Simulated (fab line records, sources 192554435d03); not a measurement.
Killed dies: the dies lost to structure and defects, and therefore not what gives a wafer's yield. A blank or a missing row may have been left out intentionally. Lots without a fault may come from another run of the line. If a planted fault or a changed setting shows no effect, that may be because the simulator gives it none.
fab line records ; flow n5Finfet
record: lots: 13; wafers: 35; lastDay: 17
route steps=1938 shown BEOL_M14@1771 BEOL_M15@1784 PASSIVATION@1936
lots untouched by any fault: they come from a run of this same line in which no faults occurred
startH: hours from the record's first day to the start of the lot's first wafer shown ; waitH: hours since the lot's step before ; " as in the row above ; L1.1+2: a row that stands for several wafers ; - no value, or no start was given ; * or withheld: withheld ; < > ~ a bound
route shown NAME@n: names a module that has steps shown in the file, with the first one's number in the route ; usual: mean/standard deviation taken from wafers without a fault ; same: alike in all rows ; chamber/n: place in a boat ; sites: per-site readings ; _std_site: their standard deviation ; _edge_site: the outer-site mean with the inner-site mean subtracted ; radiusMm: for every site, how far away it sits from the centre of the wafer ; mask NAME#n: copy n ; behind: the tool/chamber that last shaped the wafer ; hold: the reason the lot was held/the length of the hold in hours/how it ended ; device: which transistor (n, p or np) failed to switch ; end of line: tests run on the same wafers once the route is complete ; step lacking rows: just its recipe ; killed: count of dies lost to structure and defects at first sort (not the wafer's yield) ; map: shows each die of a wafer: x if killed, . if not, _ if none is there
set.NAME: setting as actually run; set.NAME@STEP: the setting as run at that earlier step ; model.NAME: the simulator's own value behind a step, which no gauge read
a sample of lots followed through the steps of the route, with each step as a table and each wafer as a row
== steps ==
step: N5_BEOL_M14_RS_MEAS_54
recipe: thkMeasGauge: four-point-probe; reads: Cu_of_BEOL_M14_ECD_47+Ta_of_BEOL_M14_SPUTTER_44+TaN_of_BEOL_M14_SPUTTER_43
usual: M14_RS: 0.0332/0.00076
lot.wafer;tool;chamber;startH;waitH;M14_RS[ohm/sq]
L213.2;filmMetro-02;-;268.47;0.1;0.0337
L213.5;filmMetro-02;-;268.47;0.1;0.0337
L215.2;filmMetro-02;-;279.42;0.1;0.0333
L215.5;filmMetro-02;-;279.42;0.1;0.0332
L215.6;filmMetro-02;-;279.42;0.1;0.0313
L218.1;filmMetro-02;-;280.41;0.0;0.0318
L218.3;filmMetro-02;-;280.41;0.0;0.0336
L216.1;filmMetro-01;-;280.58;0.0;0.0341
L216.6;filmMetro-01;-;280.58;0.0;0.0333
L217.1;filmMetro-02;-;284.43;0.1;0.0313
L217.6;filmMetro-02;-;284.43;0.1;0.0330
L221.1;filmMetro-02;-;310.63;0.0;0.0330
L221.5;filmMetro-02;-;310.63;0.0;0.0343
L221.6;filmMetro-02;-;310.63;0.0;0.0332
L222.2;filmMetro-02;-;317.61;0.1;0.0329
L222.3;filmMetro-02;-;317.61;0.1;0.0336
L222.4;filmMetro-02;-;317.61;0.1;0.0330
L224.1;filmMetro-02;-;321.92;0.0;0.0329
L224.3;filmMetro-02;-;321.92;0.0;0.0337
L224.4;filmMetro-02;-;321.92;0.0;0.0324
L223.1;filmMetro-02;-;336.66;0.0;0.0329
L223.2;filmMetro-02;-;336.66;0.0;0.0327
L223.3;filmMetro-02;-;336.66;0.0;0.0340
L225.1;filmMetro-02;-;337.47;0.0;0.0337
L225.3;filmMetro-02;-;337.47;0.0;0.0348
L225.5;filmMetro-02;-;337.47;0.0;0.0317
L231.1;filmMetro-02;-;372.26;0.0;0.0347
L231.4;filmMetro-02;-;372.26;0.0;0.0336
L231.6;filmMetro-02;-;372.26;0.0;0.0347
L232.3;filmMetro-02;-;385.55;0.1;0.0336
L232.4;filmMetro-02;-;385.55;0.1;0.0327
L232.5;filmMetro-02;-;385.55;0.1;0.0335
L235.1;filmMetro-01;-;385.61;0.0;0.0335
L235.2;filmMetro-01;-;385.61;0.0;0.0329
L235.6;filmMetro-01;-;385.61;0.0;0.0340
step: N5_BEOL_M15_OVL_MEAS_11
recipe: pointsPerWafer: 44
usual: V14_OVL: 0/5
lot.wafer;tool;chamber;startH;waitH;V14_OVL[nm]
L213.2;overlay-02;0;269.24;0.0;-8
L213.5;overlay-02;0;269.24;0.0;1
L215.2;overlay-02;0;281.19;0.0;-2
L215.5;overlay-02;0;281.19;0.0;4
L215.6;overlay-02;0;281.19;0.0;10
L218.1;overlay-01;0;281.22;0.0;5
L218.3;overlay-01;0;281.22;0.0;6
L216.1;overlay-01;0;281.39;0.0;3
L216.6;overlay-01;0;281.39;0.0;-4
L217.1;overlay-02;0;285.08;0.0;4
L217.6;overlay-02;0;285.08;0.0;-4
L221.1;overlay-02;0;311.27;0.0;-10
L221.5;overlay-02;0;311.27;0.0;0
L221.6;overlay-02;0;311.27;0.0;-1
L222.2;overlay-02;0;318.38;0.0;8
L222.3;overlay-02;0;318.38;0.0;-6
L222.4;overlay-02;0;318.38;0.0;2
L224.1;overlay-02;0;322.70;0.0;-5
L224.3;overlay-02;0;322.70;0.0;-1
L224.4;overlay-02;0;322.70;0.0;-4
L223.1;overlay-02;0;337.44;0.0;1
L223.2;overlay-02;0;337.44;0.0;6
L223.3;overlay-02;0;337.44;0.0;-2
L225.1;overlay-02;0;338.12;0.0;-4
L225.3;overlay-02;0;338.12;0.0;7
L225.5;overlay-02;0;338.12;0.0;8
L231.1;overlay-02;0;373.03;0.0;0
L231.4;overlay-02;0;373.03;0.0;-1
L231.6;overlay-02;0;373.03;0.0;-5
L232.3;overlay-01;0;386.20;0.0;-10
L232.4;overlay-01;0;386.20;0.0;-7
L232.5;overlay-01;0;386.20;0.0;-8
L235.1;overlay-01;0;386.38;0.0;-5
L235.2;overlay-01;0;386.38;0.0;4
L235.6;overlay-01;0;386.38;0.0;9
step: N5_BEOL_M15_PEB_26
recipe: pebTempC: 130; pebTimeS: 90
usual: heaterPowerTotalW: 172.6/0.75; plateTempC: 130.00/0.13
lot.wafer;tool;chamber;startH;waitH;heaterPowerTotalW;plateTempC
L213.2;lithoTrack-01;0;270.56;0.0;172.2;130.00
L213.5;lithoTrack-01;0;270.56;0.0;172.6;129.98
L215.2;lithoTrack-01;0;282.63;0.0;173.1;129.91
L215.5;lithoTrack-01;0;282.63;0.0;172.2;130.14
L215.6;lithoTrack-01;0;282.63;0.0;172.8;129.92
L218.1;lithoTrack-02;0;282.66;0.1;172.8;129.95
L218.3;lithoTrack-02;0;282.66;0.1;171.1;130.01
L216.1;lithoTrack-01;0;282.99;0.1;173.1;130.12
L216.6;lithoTrack-01;0;282.99;0.1;172.4;129.92
L217.1;lithoTrack-05;0;286.52;0.1;171.5;129.91
L217.6;lithoTrack-05;0;286.52;0.1;172.2;129.94
L221.1;lithoTrack-01;0;312.96;0.1;173.7;129.97
L221.5;lithoTrack-01;0;312.96;0.1;172.8;129.71
L221.6;lithoTrack-01;0;312.96;0.1;171.9;130.03
L222.2;lithoTrack-05;0;319.71;0.0;172.0;129.93
L222.3;lithoTrack-05;0;319.71;0.0;172.8;129.86
L222.4;lithoTrack-05;0;319.71;0.0;171.2;129.94
L224.1;lithoTrack-02;0;324.53;0.1;173.2;130.01
L224.3;lithoTrack-02;0;324.53;0.1;172.8;130.04
L224.4;lithoTrack-02;0;324.53;0.1;173.1;129.99
L223.1;lithoTrack-01;0;338.76;0.1;173.9;130.18
L223.2;lithoTrack-01;0;338.76;0.1;173.5;130.26
L223.3;lithoTrack-01;0;338.76;0.1;172.9;130.26
L225.1;lithoTrack-05;0;339.56;0.1;171.9;130.03
L225.3;lithoTrack-05;0;339.56;0.1;173.3;130.00
L225.5;lithoTrack-05;0;339.56;0.1;172.6;129.86
L231.1;lithoTrack-02;0;374.71;0.1;167.4;126.81
L231.4;lithoTrack-02;0;374.71;0.1;167.4;126.73
L231.6;lithoTrack-02;0;374.71;0.1;166.9;126.57
L232.3;lithoTrack-05;0;387.55;0.0;172.4;130.10
L232.4;lithoTrack-05;0;387.55;0.0;172.3;130.12
L232.5;lithoTrack-05;0;387.55;0.0;172.1;129.89
L235.1;lithoTrack-02;0;387.82;0.1;167.2;126.89
L235.2;lithoTrack-02;0;387.82;0.1;167.8;126.81
L235.6;lithoTrack-02;0;387.82;0.1;167.2;127.00
step: N5_BEOL_M15_CD_MEAS_28
recipe: targetCdNm: 407.6; landingEnergyEv: 500; detector: seInlens
usual: cdNm: 408.8/2.3
lot.wafer;tool;chamber;startH;waitH;cdNm
L213.2;cdSem-03;0;270.68;-;408.7
L213.5;cdSem-03;0;270.68;-;411.2
L215.2;cdSem-02;0;282.74;-;405.7
L215.5;cdSem-02;0;282.74;-;408.1
L215.6;cdSem-02;0;282.74;-;411.0
L218.1;cdSem-03;0;282.78;-;409.1
L218.3;cdSem-03;0;282.78;-;406.2
L216.1;cdSem-01;0;283.11;-;408.8
L216.6;cdSem-01;0;283.11;-;408.1
L217.1;cdSem-03;0;286.63;-;405.3
L217.6;cdSem-03;0;286.63;-;408.5
L221.1;cdSem-03;0;313.07;-;408.6
L221.5;cdSem-03;0;313.07;-;415.9
L221.6;cdSem-03;0;313.07;-;411.7
L222.2;cdSem-02;0;319.82;-;407.2
L222.3;cdSem-02;0;319.82;-;412.4
L222.4;cdSem-02;0;319.82;-;407.7
L224.1;cdSem-02;0;324.65;-;410.8
L224.3;cdSem-02;0;324.65;-;407.8
L224.4;cdSem-02;0;324.65;-;407.6
L223.1;cdSem-02;0;338.88;-;409.7
L223.2;cdSem-02;0;338.88;-;410.9
L223.3;cdSem-02;0;338.88;-;409.9
L225.1;cdSem-02;0;339.68;-;409.6
L225.3;cdSem-02;0;339.68;-;406.5
L225.5;cdSem-02;0;339.68;-;410.7
L231.1;cdSem-02;0;374.82;-;395.1
L231.4;cdSem-02;0;374.82;-;397.0
L231.6;cdSem-02;0;374.82;-;396.1
L232.3;cdSem-03;0;387.67;-;407.9
L232.4;cdSem-03;0;387.67;-;408.9
L232.5;cdSem-03;0;387.67;-;404.1
L235.1;cdSem-03;0;387.94;-;397.6
L235.2;cdSem-03;0;387.94;-;395.1
L235.6;cdSem-03;0;387.94;-;398.0
step: N5_BEOL_M15_INSPECT_30
recipe: mode: adi; inspectInstrument: macro
usual: rawDefectCount: 2.3/1.4
lot.wafer;tool;chamber;startH;waitH;rawDefectCount
L213.2;defectInspect-01;-;270.73;0.0;4
L213.5;defectInspect-01;-;270.73;0.0;3
L215.2;defectInspect-02;-;282.79;0.0;2
L215.5;defectInspect-02;-;282.79;0.0;2
L215.6;defectInspect-02;-;282.79;0.0;2
L218.1;defectInspect-01;-;282.83;0.0;2
L218.3;defectInspect-01;-;282.83;0.0;3
L216.1;defectInspect-01;-;283.16;0.0;1
L216.6;defectInspect-01;-;283.16;0.0;2
L217.1;defectInspect-02;-;286.69;0.0;3
L217.6;defectInspect-02;-;286.69;0.0;1
L221.1;defectInspect-01;-;313.13;0.0;6
L221.5;defectInspect-01;-;313.13;0.0;4
L221.6;defectInspect-01;-;313.13;0.0;4
L222.2;defectInspect-01;-;319.88;0.0;2
L222.3;defectInspect-01;-;319.88;0.0;2
L222.4;defectInspect-01;-;319.88;0.0;4
L224.1;defectInspect-01;-;324.70;0.0;3
L224.3;defectInspect-01;-;324.70;0.0;5
L224.4;defectInspect-01;-;324.70;0.0;2
L223.1;defectInspect-02;-;338.93;0.0;0
L223.2;defectInspect-02;-;338.93;0.0;3
L223.3;defectInspect-02;-;338.93;0.0;3
L225.1;defectInspect-02;-;339.73;0.0;2
L225.3;defectInspect-02;-;339.73;0.0;2
L225.5;defectInspect-02;-;339.73;0.0;0
L231.1;defectInspect-02;-;374.88;0.0;3
L231.4;defectInspect-02;-;374.88;0.0;1
L231.6;defectInspect-02;-;374.88;0.0;1
L232.3;defectInspect-02;-;387.72;0.0;2
L232.4;defectInspect-02;-;387.72;0.0;2
L232.5;defectInspect-02;-;387.72;0.0;1
L235.1;defectInspect-02;-;387.99;0.0;1
L235.2;defectInspect-02;-;387.99;0.0;1
L235.6;defectInspect-02;-;387.99;0.0;1
step: N5_PASSIVATION_PROBE_49
usual: defectLimitedYield: 91.3/1.4; killed_at_M0_to_M3: 33/9.9; killed_at_M4_up: 15/5.6; killedAtContacts: 13/5.7; killedAtFrontEnd: 38/12; killedAtOther: 4/3.1; killedDies: 103/17; killedOpen: 66/13; killedShort: 32/7.8; sort_bin_5_function: 5.1/0.95; sort_bin_6_memory: 3.2/0.68; sortNPass: 1077/17; sortYieldPct: 91.3/1.5
same: grossDies: 1180; killedAtBackSide: 0; sort_bin_4_leakage[%]: 0; sort_bin_8_speed[%]: 0
lot.wafer;tool;chamber;startH;waitH;defectLimitedYield[%];killed_at_M0_to_M3;killed_at_M4_up;killedAtContacts;killedAtFrontEnd;killedAtOther;killedDies;killedOpen;killedShort;sort_bin_5_function[%];sort_bin_6_memory[%];sortNPass;sortYieldPct[%]
L218.1;prober-01;-;298.65;0.0;91.0;33;20;12;39;2;106;70;33;5.0;3.6;1074;91.0
L218.3;prober-01;-;298.75;0.1;92.8;21;17;12;31;4;85;50;31;3.6;3.2;1095;92.8
L215.2;prober-02;-;299.49;0.1;88.9;50;18;13;47;3;131;83;45;7.8;3.1;1049;88.9
L215.5;prober-02;-;299.64;0.2;92.1;49;15;8;17;4;93;57;32;4.6;3.1;1087;92.1
L215.6;prober-02;-;299.69;0.3;90.5;56;5;13;35;3;112;71;37;6.0;3.0;1068;90.5
L216.1;prober-01;-;302.87;0.0;92.6;23;21;10;28;5;87;51;32;5.0;1.9;1093;92.6
L216.6;prober-01;-;303.12;0.3;90.2;32;32;9;38;5;116;71;42;5.8;3.6;1064;90.2
L221.1;prober-01;-;335.18;0.0;93.1;26;15;11;27;2;81;51;25;3.9;2.5;1099;93.1
L221.5;prober-01;-;335.38;0.2;91.1;38;17;13;20;17;105;70;33;5.4;3.5;1075;91.1
L221.6;prober-01;-;335.43;0.3;92.7;27;13;8;31;7;86;49;28;3.8;2.6;1094;92.7
L222.2;prober-01;-;340.37;0.1;92.8;37;11;10;27;0;85;59;26;4.4;2.8;1095;92.8
L222.3;prober-01;-;340.42;0.1;90.4;47;16;12;32;6;113;61;48;5.0;3.9;1067;90.4
L222.4;prober-01;-;340.47;0.2;90.1;46;17;14;40;0;117;68;41;5.8;3.7;1063;90.1
L224.1;prober-02;-;345.94;0.0;94.2;13;16;4;36;0;69;43;24;3.6;1.9;1111;94.2
L224.3;prober-02;-;346.04;0.1;92.5;43;7;9;28;2;89;61;27;5.0;1.9;1091;92.5
L224.4;prober-02;-;346.09;0.2;92.8;29;9;7;38;2;85;45;33;4.1;2.3;1095;92.8
L225.1;prober-01;-;356.39;0.0;89.0;41;15;19;50;5;130;71;48;7.2;3.4;1050;89.0
L225.3;prober-01;-;356.49;0.1;90.9;37;8;18;38;6;107;61;46;5.1;3.3;1073;90.9
L225.5;prober-01;-;356.59;0.2;93.1;29;7;16;23;7;82;59;18;3.7;3.1;1098;93.1
L235.1;prober-02;-;406.15;0.0;92.5;32;9;12;33;2;88;50;37;4.7;2.3;1092;92.5
L235.2;prober-02;-;406.20;0.1;91.9;29;12;5;49;0;95;52;36;4.4;2.9;1085;91.9
L235.6;prober-02;-;406.40;0.3;93.3;42;5;10;20;2;79;47;29;3.6;2.8;1101;93.3
L232.3;prober-01;-;408.24;0.1;90.8;27;15;10;55;2;109;71;30;4.8;3.9;1071;90.8
L232.4;prober-01;-;408.29;0.2;88.1;40;22;7;67;5;141;93;42;7.0;4.3;1039;88.1
L232.5;prober-01;-;408.34;0.2;91.1;28;19;4;49;5;105;67;35;5.9;2.9;1075;91.1
killed by level:class
L218.1 STI_FIN_REVEAL:geometricParticle:open=12 MOL_CONTACT_COAG:geometricParticle:open=11 BEOL_M0:geometricParticle:open=8 BEOL_M2:geometricParticle:open=7 FIN_SAQP:geometricParticle:open=6 BEOL_M0:geometricParticle:short=5 FIN_SAQP:geometricParticle:short=4 GATE_CUT:geometricParticle:short=4
L218.3 MOL_CONTACT_COAG:geometricParticle:open=9 FIN_SAQP:geometricParticle:open=6 DUMMY_GATE:geometricParticle:open=6 FIN_SAQP:geometricParticle:short=5 STARTING-WAFER:geometricParticle:short=5 GATE_CUT:geometricParticle:short=3 MOL_CONTACT_COAG:geometricParticle:short=3 BEOL_M0_SAQP:geometricParticle:short=3
L215.2 BEOL_M2:geometricParticle:open=13 STI_FIN_REVEAL:geometricParticle:open=11 BEOL_M1:geometricParticle:open=10 MOL_CONTACT_COAG:geometricParticle:open=8 BEOL_M0_SAQP:geometricParticle:short=8 FIN_SAQP:geometricParticle:open=6 FIN_SAQP:geometricParticle:short=6 MOL_CONTACT_COAG:geometricParticle:short=5
L215.5 BEOL_M0_SAQP:geometricParticle:short=13 BEOL_M2:geometricParticle:open=12 BEOL_M0_SAQP:geometricParticle:open=7 MOL_CONTACT_COAG:geometricParticle:open=5 BEOL_M3:geometricParticle:open=5 BEOL_M4:geometricParticle:open=4 FIN_SAQP:geometricParticle:open=3 STI_FIN_REVEAL:geometricParticle:open=3
L215.6 BEOL_M0_SAQP:geometricParticle:open=19 BEOL_M0_SAQP:geometricParticle:short=12 MOL_CONTACT_COAG:geometricParticle:open=11 BEOL_M2:geometricParticle:open=10 STI_FIN_REVEAL:geometricParticle:open=6 BEOL_M1:geometricParticle:open=5 BEOL_M3:geometricParticle:open=5 FIN_SAQP:geometricParticle:short=4
L216.1 FIN_SAQP:geometricParticle:short=9 MOL_CONTACT_COAG:geometricParticle:open=7 BEOL_M0_SAQP:geometricParticle:short=6 BEOL_M1:geometricParticle:open=6 BEOL_M4:geometricParticle:short=6 BEOL_M4:geometricParticle:open=6 DUMMY_GATE:geometricParticle:open=5 BEOL_M0_SAQP:geometricParticle:open=5
L216.6 BEOL_M4:geometricParticle:open=14 FIN_SAQP:geometricParticle:short=10 FIN_SAQP:geometricParticle:open=9 BEOL_M1:geometricParticle:open=8 BEOL_M4:geometricParticle:short=8 BEOL_M0_SAQP:geometricParticle:open=7 BEOL_M0_SAQP:geometricParticle:short=7 MOL_CONTACT_COAG:geometricParticle:open=6
L221.1 BEOL_M0_SAQP:geometricParticle:open=7 STI_FIN_REVEAL:geometricParticle:open=7 MOL_CONTACT_COAG:geometricParticle:open=7 FIN_SAQP:geometricParticle:open=6 BEOL_M3:geometricParticle:open=6 GATE_CUT:geometricParticle:short=5 BEOL_M2:geometricParticle:open=4 BEOL_M6:geometricParticle:open=4
L221.5 BEOL_M3:geometricParticle:open=14 MOL_CONTACT_COAG:geometricParticle:open=11 BEOL_M4:geometricParticle:open=7 BEOL_M0_SAQP:geometricParticle:open=7 MIM_TOP_ETCH:geometricParticle:short=7 BEOL_M2:geometricParticle:open=7 BEOL_M0_SAQP:geometricParticle:short=6 STI_FIN_REVEAL:geometricParticle:open=5
L221.6 BEOL_M3:geometricParticle:open=7 HKMG_FIN:areaEtch=7 MOL_CONTACT_COAG:geometricParticle:open=6 FIN_SAQP:geometricParticle:short=5 STI_FIN_REVEAL:geometricParticle:open=5 BEOL_M1:geometricParticle:open=5 BEOL_M4:geometricParticle:open=5 ILD0:geometricParticle:short=3
L222.2 MOL_CONTACT_COAG:geometricParticle:open=9 BEOL_M2:geometricParticle:open=8 BEOL_M0:geometricParticle:open=7 BEOL_M4:geometricParticle:open=7 STI_FIN_REVEAL:geometricParticle:open=6 FIN_SAQP:geometricParticle:short=5 BEOL_M0:geometricParticle:short=5 BEOL_M2:geometricParticle:short=4
L222.3 BEOL_M3:geometricParticle:open=10 FIN_SAQP:geometricParticle:short=9 MOL_CONTACT_COAG:geometricParticle:open=8 BEOL_M2:geometricParticle:open=8 BEOL_M0_SAQP:geometricParticle:short=7 BEOL_M2:geometricParticle:short=7 STI_FIN_REVEAL:geometricParticle:open=6 DUMMY_GATE:geometricParticle:open=5
L222.4 FIN_SAQP:geometricParticle:short=19 BEOL_M0_SAQP:geometricParticle:open=11 BEOL_M4:geometricParticle:open=10 BEOL_M0_SAQP:geometricParticle:short=9 FIN_SAQP:geometricParticle:open=8 MOL_CONTACT_COAG:geometricParticle:open=8 BEOL_M2:geometricParticle:open=6 BEOL_M3:geometricParticle:open=6
L224.1 STI_FIN_REVEAL:geometricParticle:open=9 FIN_SAQP:geometricParticle:short=4 MOL_CONTACT_COAG:geometricParticle:open=4 BEOL_M6:geometricParticle:open=4 STARTING-WAFER:geometricParticle:short=4 FIN_SAQP:geometricParticle:open=3 ILD0:geometricParticle:short=3 BEOL_M1:geometricParticle:short=3
L224.3 BEOL_M1:geometricParticle:open=10 STI_FIN_REVEAL:geometricParticle:open=8 BEOL_M0_SAQP:geometricParticle:open=8 MOL_CONTACT_COAG:geometricParticle:open=7 BEOL_M2:geometricParticle:open=7 FIN_SAQP:geometricParticle:open=5 BEOL_M0_SAQP:geometricParticle:short=5 BEOL_M2:geometricParticle:short=4
L224.4 BEOL_M0_SAQP:geometricParticle:short=7 MOL_CONTACT_COAG:geometricParticle:open=6 BEOL_M0_SAQP:geometricParticle:open=6 HKMG_FIN:areaEtch=6 STI_FIN_REVEAL:geometricParticle:open=5 BEOL_M2:geometricParticle:open=5 STI_FIN_REVEAL:geometricParticle:short=4 BEOL_M3:geometricParticle:open=4
L225.1 FIN_SAQP:geometricParticle:short=16 MOL_CONTACT_COAG:geometricParticle:open=15 BEOL_M0_SAQP:geometricParticle:short=10 FIN_SAQP:geometricParticle:open=9 BEOL_M2:geometricParticle:open=8 BEOL_M4:geometricParticle:open=7 BEOL_M0_SAQP:geometricParticle:open=5 BEOL_M0:geometricParticle:open=5
L225.3 MOL_CONTACT_COAG:geometricParticle:open=11 GATE_CUT:geometricParticle:short=9 FIN_SAQP:geometricParticle:open=8 BEOL_M0_SAQP:geometricParticle:short=8 FIN_SAQP:geometricParticle:short=7 MOL_CONTACT_COAG:geometricParticle:short=7 BEOL_M1:geometricParticle:open=7 BEOL_M0_SAQP:geometricParticle:open=6
L225.5 MOL_CONTACT_COAG:geometricParticle:open=14 BEOL_M0:geometricParticle:open=7 BEOL_M1:geometricParticle:open=7 BEOL_M2:geometricParticle:open=5 FIN_SAQP:geometricParticle:open=4 DUMMY_GATE:geometricParticle:open=4 GATE_CUT:geometricParticle:short=4 PASS1_CAP:geometricParticle:open=3
L235.1 FIN_SAQP:geometricParticle:short=9 BEOL_M2:geometricParticle:open=9 MOL_CONTACT_COAG:geometricParticle:open=8 GATE_CUT:geometricParticle:short=7 BEOL_M0_SAQP:geometricParticle:short=6 BEOL_M3:geometricParticle:open=5 STI_FIN_REVEAL:geometricParticle:open=4 MOL_CONTACT_COAG:geometricParticle:short=4
L235.2 FIN_SAQP:geometricParticle:short=15 FIN_SAQP:geometricParticle:open=10 BEOL_M0_SAQP:geometricParticle:short=8 BEOL_M3:geometricParticle:open=8 STI_FIN_REVEAL:geometricParticle:open=6 BEOL_M0_SAQP:geometricParticle:open=5 BEOL_M4:geometricParticle:open=5 MOL_CONTACT_COAG:geometricParticle:open=4
L235.6 BEOL_M0_SAQP:geometricParticle:short=13 MOL_CONTACT_COAG:geometricParticle:open=9 BEOL_M3:geometricParticle:open=8 BEOL_M0_SAQP:geometricParticle:open=8 BEOL_M1:geometricParticle:open=5 FIN_SAQP:geometricParticle:open=3 GATE_CUT:geometricParticle:short=3 BEOL_M2:geometricParticle:open=3
L232.3 FIN_SAQP:geometricParticle:open=12 BEOL_M1:geometricParticle:open=10 STI_FIN_REVEAL:geometricParticle:open=9 BEOL_M4:geometricParticle:open=8 FIN_SAQP:geometricParticle:short=7 MOL_CONTACT_COAG:geometricParticle:open=7 DUMMY_GATE:geometricParticle:open=6 BEOL_M0_SAQP:geometricParticle:short=6
L232.4 FIN_SAQP:geometricParticle:open=26 BEOL_M0_SAQP:geometricParticle:short=11 BEOL_M5:geometricParticle:open=10 BEOL_M1:geometricParticle:open=8 BEOL_M3:geometricParticle:open=7 BEOL_M4:geometricParticle:open=7 FIN_SAQP:geometricParticle:short=6 STI_FIN_REVEAL:geometricParticle:open=6
L232.5 FIN_SAQP:geometricParticle:open=20 BEOL_M2:geometricParticle:open=10 FIN_SAQP:geometricParticle:short=8 BEOL_M0_SAQP:geometricParticle:short=6 BEOL_M1:geometricParticle:open=6 STI_FIN_REVEAL:geometricParticle:short=5 BEOL_M4:geometricParticle:open=5 MOL_CONTACT_COAG:geometricParticle:open=3
== key ==
firstSign: step: N5_BEOL_M15_PEB_26; reading: plateTempC; direction: down; sigmas: 25; usual: *; struck: *
effect: step: N5_BEOL_M15_PEB_26; reading: heaterPowerTotalW; direction: down; sigmas: 6.9; usual: *; struck: *
effect: step: N5_BEOL_M15_CD_MEAS_28; reading: cdNm; direction: down; sigmas: 5.3; usual: 408.8; struck: 396.5; through: controlLoop
metAt N5_BEOL_M15_PEB_26
struckLots L231,L235
loopTrim: step: N5_BEOL_M15_EXPOSE_25; setting: dose; lots: L235
notActingAt N5_BEOL_M14_RS_MEAS_54,N5_BEOL_M15_OVL_MEAS_11,N5_BEOL_M15_INSPECT_30
onsetBetween 324.53 374.71
fault: kind: processParameterDrift; tool: lithoTrack-02; chamber: -; onsetH: 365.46; steps: N5_BEOL_M15_PEB_26; channel: pebTempC; offset: *; shape: step; endH: 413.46; actsIn: *; stated: *
loopTrim: a control loop set the setting to another value than it would have without faults
